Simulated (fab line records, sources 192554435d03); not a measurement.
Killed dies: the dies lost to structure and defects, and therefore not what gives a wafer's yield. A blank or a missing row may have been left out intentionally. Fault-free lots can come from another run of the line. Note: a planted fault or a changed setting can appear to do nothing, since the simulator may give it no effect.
Lot-split experiment	flow n5Finfet	21 wafers read across 7 lots, on a route 1938 steps long

## SPLIT DETAILS
At N5_PASSIVATION_ETCH_54 (etches SiO2 in CHF3/O2, target depth 880 nm, time 440 s), the setting biasW was moved away from the recipe's 170 W on 9 of the 21 wafers read, by -15.5% to +13.5%. The other wafers ran this setting at the recipe's value.

The reading is taken at the split's own step.

## THE READING
rfVppV, in V, at N5_PASSIVATION_ETCH_54 (etches SiO2 in CHF3/O2, target depth 880 nm, time 440 s). Typical for fault-free wafers on this fab line: 523 V, with standard deviation 11 V.

wafer	tool, chamber at the split	biasW as run, W	against the recipe	rfVppV, V	against lot-mates on the recipe
L075.3	rieDiel-03, 3	143.6	-15.5%	439	-77
L075.4	rieDiel-03, 1	143.6	-15.5%	462	-54
L075.5	rieDiel-03, 2	170	recipe	516	-
L076.1	rieDiel-04, 3	170	recipe	530	-
L076.4	rieDiel-04, 0	170	recipe	512	-
L076.6	rieDiel-04, 2	170	recipe	540	-
L077.2	rieDiel-03, 3	170	recipe	506	-
L077.3	rieDiel-03, 0	179.4	+5.5%	561	+40
L077.6	rieDiel-03, 0	170	recipe	536	-
L078.1	rieDiel-03, 0	170	recipe	537	-
L078.3	rieDiel-03, 3	170	recipe	504	-
L078.5	rieDiel-03, 0	189.6	+11.5%	586	+66
L082.1	rieDiel-05, 2	170	recipe	515	-
L082.3	rieDiel-05, 0	192.9	+13.5%	584	+62
L082.5	rieDiel-05, 3	170	recipe	529	-
L089.2	rieDiel-05, 0	155.2	-8.7%	490	-50
L089.4	rieDiel-05, 2	155.2	-8.7%	480	-60
L089.6	rieDiel-05, 1	170	recipe	540	-
L090.2	rieDiel-04, 1	170	recipe	527	-
L090.5	rieDiel-04, 3	145	-14.7%	465	-62
L090.6	rieDiel-04, 1	145	-14.7%	463	-64

THE FIT
A straight line over all 21 wafers: rfVppV changes by +4.63 V for each +1% of biasW; r = +0.96; the points scatter about the line by 11 V.
The same after taking each lot's own level away (the mean of its wafers on the recipe; 21 wafers): +4.76 V for each +1%; r = +0.96; scatter 12 V.
On that fit, the largest move of biasW shifts the reading by 74 V.
Measured against the standard deviation above, the lots' own levels, which go from 516.0 to 540.0 V, span 2.2 times it.
The two slopes are in agreement: the lot-to-lot level therefore moves the slope only a little.
Check: for one of the wafers moved furthest among these (-15.5%), held out of the fit, the line's prediction against its lot-mates is -71.7 V. Against them it came out at -77 V.
Tool readings at the split's step, against how far the setting was moved: rfVppV r = +0.96.

## THESE WAFERS: OTHER SPLITS
Other splits were also applied to these wafers ahead of the reading. Each is held against what the fit with the lots' levels taken away leaves over:
other split on the same wafers	wafers away from the commonest value	r with rfVppV (lot level and that fit taken away)
N5_BEOL_M13_EXPOSE_25 doseMj	7	-0.40
N5_BEOL_M13_ETCH_67 biasW	8	-0.13
N5_BEOL_M14_TRENCH_ETCH_34 timeS	9	-0.02
N5_BEOL_M14_SPUTTER_43 powerW	9	+0.13
N5_MIM_BOT_SPUTTER_00 timeS	7	+0.24
N5_MIM_TOP_LITHO_DEVELOP_07 developTimeS	5	-0.18
N5_PASSIVATION_PASS_ETCH_47 sourceW	5	-0.06

## THE FILE'S OWN FIT
rfVppV changes by +4.79 V for each +1% of biasW, r = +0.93.
